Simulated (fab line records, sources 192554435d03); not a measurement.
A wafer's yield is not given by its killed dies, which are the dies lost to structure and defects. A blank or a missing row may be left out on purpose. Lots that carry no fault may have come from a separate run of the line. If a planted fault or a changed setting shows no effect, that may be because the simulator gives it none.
Tool commonality check + flow n5 finfet + Lots sampled 10, wafers sampled 26

== WHY THIS WAS OPENED ==
N5_BEOL_M15_THK_MEAS_01, reading M15_ILD_THK: flagged on 2 of 10 lots. Fault-free wafers read 1631 nm, with a standard deviation of 27.
Rule: a lot is flagged in two cases, either no wafer of it has a number, or all its wafers with numbers fall more than 4 standard deviations from that mean. As for the other lots, they are considered sound.

| lot  | measured     | on            | M15_ILD_THK (nm), wafer by wafer | flag    |
|------|--------------|---------------|----------------------------------|---------|
| L447 | day 11 01:49 | film metro-02 | 1630 1636 1650                   |         |
| L448 | day 11 18:35 | film metro-01 | 1600 1618 1616                   |         |
| L449 | day 12 08:32 | film metro-02 | 1582 1640 1643                   |         |
| L450 | day 12 08:37 | film metro-01 | 1627 1656                        |         |
| L454 | day 13 19:49 | film metro-01 | 1570 1629 1657                   |         |
| L453 | day 14 01:27 | film metro-01 | 1613 1633                        |         |
| L459 | day 15 03:11 | film metro-01 | 1599 1627                        |         |
| L465 | day 16 13:35 | film metro-02 | 1322 1349 1341                   | FLAGGED |
| L468 | day 17 00:40 | film metro-02 | 1573 1630                        |         |
| L466 | day 17 15:59 | film metro-01 | 1311 1329 1353                   | FLAGGED |
Average over the flagged lots: 1334 nm; offset from the usual -297 nm, equal to -11 standard deviations.

== LOT BY LOT: THE TOOL USED ==
4 process steps preceding the reading are held in the record, out of 1938 steps in the route. Every cell lists first the tool, next ch and the chambers used by the sampled wafers, and last the start.
| lot  | flag    | N5_BEOL_M14_PRE_CLEAN_42     | N5_BEOL_M14_SPUTTER_44       | N5_BEOL_M14_SPUTTER_45       | N5_BEOL_M15_ILD_DEP_00          |
|------|---------|------------------------------|------------------------------|------------------------------|---------------------------------|
| L447 |         | pvd sputter-02, day 10 23:46 | pvd sputter-02, day 10 23:53 | pvd sputter-02, day 10 23:58 | pecvd-03 ch 0,2, day 11 01:34   |
| L448 |         | pvd sputter-02, day 11 17:02 | pvd sputter-02, day 11 17:10 | pvd sputter-02, day 11 17:14 | pecvd-04 ch 0,2, day 11 18:20   |
| L449 |         | pvd sputter-02, day 12 06:59 | pvd sputter-02, day 12 07:07 | pvd sputter-02, day 12 07:11 | pecvd-03 ch 0,1,2, day 12 08:17 |
| L450 |         | pvd sputter-01, day 12 07:05 | pvd sputter-01, day 12 07:12 | pvd sputter-01, day 12 07:17 | pecvd-01 ch 0,2, day 12 08:22   |
| L454 |         | pvd sputter-02, day 13 16:16 | pvd sputter-02, day 13 16:23 | pvd sputter-02, day 13 16:28 | pecvd-03 ch 0,1, day 13 19:34   |
| L453 |         | pvd sputter-01, day 13 23:33 | pvd sputter-01, day 13 23:40 | pvd sputter-01, day 13 23:45 | pecvd-04 ch 0, day 14 01:11     |
| L459 |         | pvd sputter-03, day 15 01:39 | pvd sputter-03, day 15 01:46 | pvd sputter-03, day 15 01:51 | pecvd-04 ch 0, day 15 02:56     |
| L465 | FLAGGED | pvd sputter-02, day 16 12:03 | pvd sputter-02, day 16 12:10 | pvd sputter-02, day 16 12:15 | pecvd-04 ch 0,1, day 16 13:20   |
| L468 |         | pvd sputter-03, day 16 23:05 | pvd sputter-03, day 16 23:12 | pvd sputter-03, day 16 23:17 | pecvd-03 ch 1,2, day 17 00:25   |
| L466 | FLAGGED | pvd sputter-02, day 17 14:19 | pvd sputter-02, day 17 14:26 | pvd sputter-02, day 17 14:31 | pecvd-04 ch 0,2, day 17 15:38   |
What these steps do:
- N5_BEOL_M14_PRE_CLEAN_42: time 30 s.
- N5_BEOL_M14_SPUTTER_44: material Ta, target thk 15 nm, time 24.19 s.
- N5_BEOL_M14_SPUTTER_45: material Cu, target thk 100 nm, time 16.67 s.
- N5_BEOL_M15_ILD_DEP_00: deposits SiO2 from TEOS/O2, target thk 1629.3 nm, time 346.1 s.
- N5_BEOL_M15_THK_MEAS_01

== FLAGGED AGAINST TOTAL, ONE TOOL AT A TIME (gauges that did the reading follow at the end) ==
| step                     | tool           | lots run | flagged | share of the flagged lots | sound lots run after its first flagged lot |
|--------------------------|----------------|----------|---------|---------------------------|--------------------------------------------|
| N5_BEOL_M14_PRE_CLEAN_42 | pvd sputter-01 | 2        | 0       | none                      | -                                          |
| N5_BEOL_M14_PRE_CLEAN_42 | pvd sputter-02 | 6        | 2       | all                       | 0                                          |
| N5_BEOL_M14_PRE_CLEAN_42 | pvd sputter-03 | 2        | 0       | none                      | -                                          |
| N5_BEOL_M14_SPUTTER_44   | pvd sputter-01 | 2        | 0       | none                      | -                                          |
| N5_BEOL_M14_SPUTTER_44   | pvd sputter-02 | 6        | 2       | all                       | 0                                          |
| N5_BEOL_M14_SPUTTER_44   | pvd sputter-03 | 2        | 0       | none                      | -                                          |
| N5_BEOL_M14_SPUTTER_45   | pvd sputter-01 | 2        | 0       | none                      | -                                          |
| N5_BEOL_M14_SPUTTER_45   | pvd sputter-02 | 6        | 2       | all                       | 0                                          |
| N5_BEOL_M14_SPUTTER_45   | pvd sputter-03 | 2        | 0       | none                      | -                                          |
| N5_BEOL_M15_ILD_DEP_00   | pecvd-01       | 1        | 0       | none                      | -                                          |
| N5_BEOL_M15_ILD_DEP_00   | pecvd-03       | 4        | 0       | none                      | -                                          |
| N5_BEOL_M15_ILD_DEP_00   | pecvd-04       | 5        | 2       | all                       | 0                                          |
| N5_BEOL_M15_THK_MEAS_01  | film metro-01  | 6        | 1       | some                      | 0                                          |
| N5_BEOL_M15_THK_MEAS_01  | film metro-02  | 4        | 1       | some                      | 1 (L468)                                   |

== WHAT THE TABLE ALLOWS ==
4 rows of the table ran every flagged lot: pvd sputter-02 at N5_BEOL_M14_PRE_CLEAN_42, pvd sputter-02 at N5_BEOL_M14_SPUTTER_44, pvd sputter-02 at N5_BEOL_M14_SPUTTER_45, pecvd-04 at N5_BEOL_M15_ILD_DEP_00.
- pvd sputter-02 at N5_BEOL_M14_PRE_CLEAN_42 ran 6 lots, 2 of them flagged. It ran its last sound lot, L454, at day 13 16:16 and its first flagged lot, L465, at day 16 12:03: a fault with its onset between the two fits.
- pvd sputter-02 at N5_BEOL_M14_SPUTTER_44 ran 6 lots, 2 of them flagged. It ran its last sound lot, L454, at day 13 16:23 and its first flagged lot, L465, at day 16 12:10: a fault with its onset between the two fits.
- pvd sputter-02 at N5_BEOL_M14_SPUTTER_45 ran 6 lots, 2 of them flagged. It ran its last sound lot, L454, at day 13 16:28 and its first flagged lot, L465, at day 16 12:15: a fault with its onset between the two fits.
- pecvd-04 at N5_BEOL_M15_ILD_DEP_00 ran 5 lots, 2 of them flagged. It ran its last sound lot, L459, at day 15 02:56 and its first flagged lot, L465, at day 16 13:20: a fault with its onset between the two fits.
A lot count leaves these 2 tools indistinguishable: every one of them fits a fault beginning at some hour. More lots, or a look at what each step does to the wafer, might.

== WHAT THE SIMULATOR HAD PUT IN ==
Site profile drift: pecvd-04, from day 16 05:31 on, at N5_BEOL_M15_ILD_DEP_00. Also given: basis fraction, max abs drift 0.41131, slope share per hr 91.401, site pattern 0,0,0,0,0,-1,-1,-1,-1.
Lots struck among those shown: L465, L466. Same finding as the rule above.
